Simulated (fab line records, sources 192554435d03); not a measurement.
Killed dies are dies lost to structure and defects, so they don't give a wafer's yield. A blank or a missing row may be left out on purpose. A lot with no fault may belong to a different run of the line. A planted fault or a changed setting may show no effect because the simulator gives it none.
Split-lot trial | flow n5Finfet | on a route of 1938 steps: 7 lots, 21 wafers read

SPLIT DETAILS
At N5_GATE_CUT_COAT_34 (time 60 s, resist thk 60 nm), the setting spinRpm was moved away from the recipe's 1500 rpm on 8 of the 21 wafers read, by -9.5% to +9.7%. All remaining wafers had this setting at the recipe value.

The reading comes from the split's own step.

THE READING
SOC_of_GATE_CUT_COAT_34.thkNm (the simulator's own value, which no gauge read), in nm, at N5_GATE_CUT_COAT_34 (time 60 s, resist thk 60 nm). The file gives no usual value for it. Average 60.0 nm, standard deviation 0.14 nm, over the 13 wafers here run with the recipe.

wafer  | tool, chamber at the split | spinRpm as run, rpm | against the recipe | SOC_of_GATE_CUT_COAT_34.thkNm, nm | against lot-mates on the recipe
L074.2 | lithoTrack-05, 0           | 1646                | +9.7%              | 57                                | -2.8
L074.4 | lithoTrack-05, 0           | 1646                | +9.7%              | 57.2                              | -2.6
L074.5 | lithoTrack-05, 0           | 1500                | recipe             | 59.8                              | -
L075.3 | lithoTrack-02, 0           | 1554                | +3.6%              | 59                                | -1.0
L075.5 | lithoTrack-02, 0           | 1554                | +3.6%              | 59                                | -1.0
L075.4 | lithoTrack-02, 0           | 1500                | recipe             | 60                                | -
L080.2 | lithoTrack-02, 0           | 1500                | recipe             | 60                                | -
L080.3 | lithoTrack-02, 0           | 1357                | -9.5%              | 63                                | +3.0
L080.4 | lithoTrack-02, 0           | 1357                | -9.5%              | 63.2                              | +3.2
L084.1 | lithoTrack-01, 0           | 1500                | recipe             | 60.2                              | -
L084.3 | lithoTrack-01, 0           | 1500                | recipe             | 60.2                              | -
L084.5 | lithoTrack-01, 0           | 1500                | recipe             | 60.2                              | -
L086.2 | lithoTrack-02, 0           | 1500                | recipe             | 60                                | -
L086.4 | lithoTrack-02, 0           | 1500                | recipe             | 60                                | -
L086.6 | lithoTrack-02, 0           | 1500                | recipe             | 60                                | -
L091.1 | lithoTrack-05, 0           | 1500                | recipe             | 60                                | -
L091.4 | lithoTrack-05, 0           | 1587                | +5.8%              | 58.4                              | -1.6
L091.6 | lithoTrack-05, 0           | 1587                | +5.8%              | 58.2                              | -1.8
L097.3 | lithoTrack-01, 0           | 1500                | recipe             | 59.8                              | -
L097.6 | lithoTrack-01, 0           | 1500                | recipe             | 59.8                              | -
L097.4 | lithoTrack-01, 0           | 1500                | recipe             | 60                                | -

FIT RESULTS
A straight line over all 21 wafers: SOC_of_GATE_CUT_COAT_34.thkNm changes by -0.309 nm for each +1% of spinRpm; r = -1.00; the points scatter about the line by 0.14 nm.
The same after taking each lot's own level away (the mean of its wafers on the recipe; 21 wafers): -0.301 nm for each +1%; r = -1.00; scatter 0.11 nm.
Per that fit: largest spinRpm move, reading shift of 2.9 nm.
Across the lots, their own levels run from 59.80 to 60.20 nm, a range of 2.9 times the standard deviation given above.
The two slopes agree, so the slope changes little with the lot-to-lot level.
Check: for one of the wafers moved furthest among these (+9.7%), held out of the fit, the line's prediction against its lot-mates is -2.89 nm. Against them it came out at -2.8 nm.

FURTHER SPLITS ON THESE WAFERS
Other splits were also applied to these wafers ahead of the reading. Each is held against what the fit with the lots' levels taken away leaves over:
other split on the same wafers                  | wafers away from the commonest value | r with SOC_of_GATE_CUT_COAT_34.thkNm (lot level and that fit taken away)
N5_PMOS_HMC_CHANNEL_EPI_EXPOSE_06 doseMj        | 9                                    | +0.30
N5_PMOS_HMC_CHANNEL_EPI_DEVELOP_08 developTimeS | 5                                    | -0.09
N5_FIN_CUT_COAT_19 spinRpm                      | 6                                    | -0.15
N5_SD_EPI_N_DESCUM_14 timeS                     | 4                                    | +0.31
N5_SD_EPI_N_ETCH_16 targetDepthA                | 9                                    | -0.25
N5_SD_EPI_P_EPI_21 tempC                        | 7                                    | +0.13
N5_HKMG_FIN_ETCH_55 biasW                       | 7                                    | +0.17

FILE'S OWN FIT
SOC_of_GATE_CUT_COAT_34.thkNm changes by -0.298 nm for each +1% of spinRpm, r = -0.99.
